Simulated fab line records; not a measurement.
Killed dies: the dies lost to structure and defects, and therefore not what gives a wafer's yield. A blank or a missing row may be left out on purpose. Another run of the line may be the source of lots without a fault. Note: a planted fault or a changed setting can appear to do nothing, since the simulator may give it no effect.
Code-filled problem report in 8D (eight disciplines) form + flow nandHarc + the parts of the form that need people (team, actions taken, sign-off) are left out

1. THE PROBLEM
Wafers without a fault read 57, standard deviation 16; killedDies at NHARC_END_SORT_01 reads a mean of 136 on 2 wafers belonging to 2 lots. Measured from the usual mean, that is +4.9 standard deviations.
Seen first at day 30 01:46 on prober-02, wafer L220.3. At this step, 6 wafers from 2 lots have a number in the record. The rule behind "out" and "out of limits": a value lying over 4 standard deviations away from the usual mean. The other wafers with a number count as sound.

2. WHAT IT IS, AND WHAT IT ISN'T
| question                    | is                        | is not                                                                   |
|-----------------------------|---------------------------|--------------------------------------------------------------------------|
| which readings at this step | killedDies, killedAtArray | killedAtOther, killedAtPeriphery, killedOpen, killedShort                |
| which lots                  | L220, L221                | -                                                                        |
| which wafers of those lots  | L220.3, L221.6            | L220.4, L220.6, L221.2, L221.3                                           |
| read on which gauges        | prober-02                 | -                                                                        |
| when                        | from day 30 01:46         | up to then (0 sound wafers); but 4 sound wafers of L220, L221 came after |

3. WHAT RULES OUT EACH SUSPECT
Counting: if a tool at a process step up to the reading ran every lot that is out, it stays a suspect. Sound lots after the first of them don't rule it out here, since some wafers of a struck lot are sound.
- the gauge at NHARC_END_SORT_01: kept. All the wafers that are out were read on prober-02, and no step on other tools shows them out.
- harCapEtch-03 at NHARC_A_CONTACT_ETCH_137 (etches the open film in C4F8/O2/Ar, time 311 s, target depth 1912 nm): kept. It ran every lot that is out, first L220 (day 27 21:59).
- plasmaAsher-02 at NHARC_THIN_TSV_STRIP_62 (strips in N2/H2, time 20 s): kept. It ran every lot that is out, first L220 (day 29 08:56).
- At NHARC_A_CONTACT_ETCH_137 on harCapEtch-03, chamber 0 took the sound wafers of the same lots and chamber 1 took the wafers that are out.
harCapEtch-03 at NHARC_A_CONTACT_ETCH_137, plasmaAsher-02 at NHARC_THIN_TSV_STRIP_62 and prober-02 at NHARC_END_SORT_01 are what is left after counting.

4. THE CAUSE (what the simulator had put in)
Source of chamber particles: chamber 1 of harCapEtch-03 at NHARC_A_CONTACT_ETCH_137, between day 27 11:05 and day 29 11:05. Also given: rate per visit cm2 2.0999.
Of the 3 suspects that counting leaves, this tool is one.

5. THE CHAIN OF EFFECTS, in route order
Each row: a reading whose mean over the struck wafers that have a number lies more than 3 standard deviations from the usual. Readings are gone through only where the record gives a usual standard deviation; hours: the median, over the lots, of the time from a lot's start at the first step in this table giving one to that lot's start at this step; sigmas: the change measured in usual standard deviations.
| hours | step              | reading       | usual | on struck wafers | change | sigmas |
|-------|-------------------|---------------|-------|------------------|--------|--------|
| 0     | NHARC_END_SORT_01 | killedAtArray | 52    | 131              | +79    | +4.6   |
| 0     | NHARC_END_SORT_01 | killedDies    | 57    | 136              | +78    | +4.9   |

6. HOW IT WOULD HAVE BEEN CAUGHT EARLIER
63 hours passed between the start of the fault at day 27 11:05 and the first reading out of limits at a measuring or inspecting step in this record, taken at day 30 01:46.
By day 30 01:46, every lot that is out (2) had started NHARC_A_CONTACT_ETCH_137 on harCapEtch-03. Had the tool been put on hold then, not one of them would have been saved.
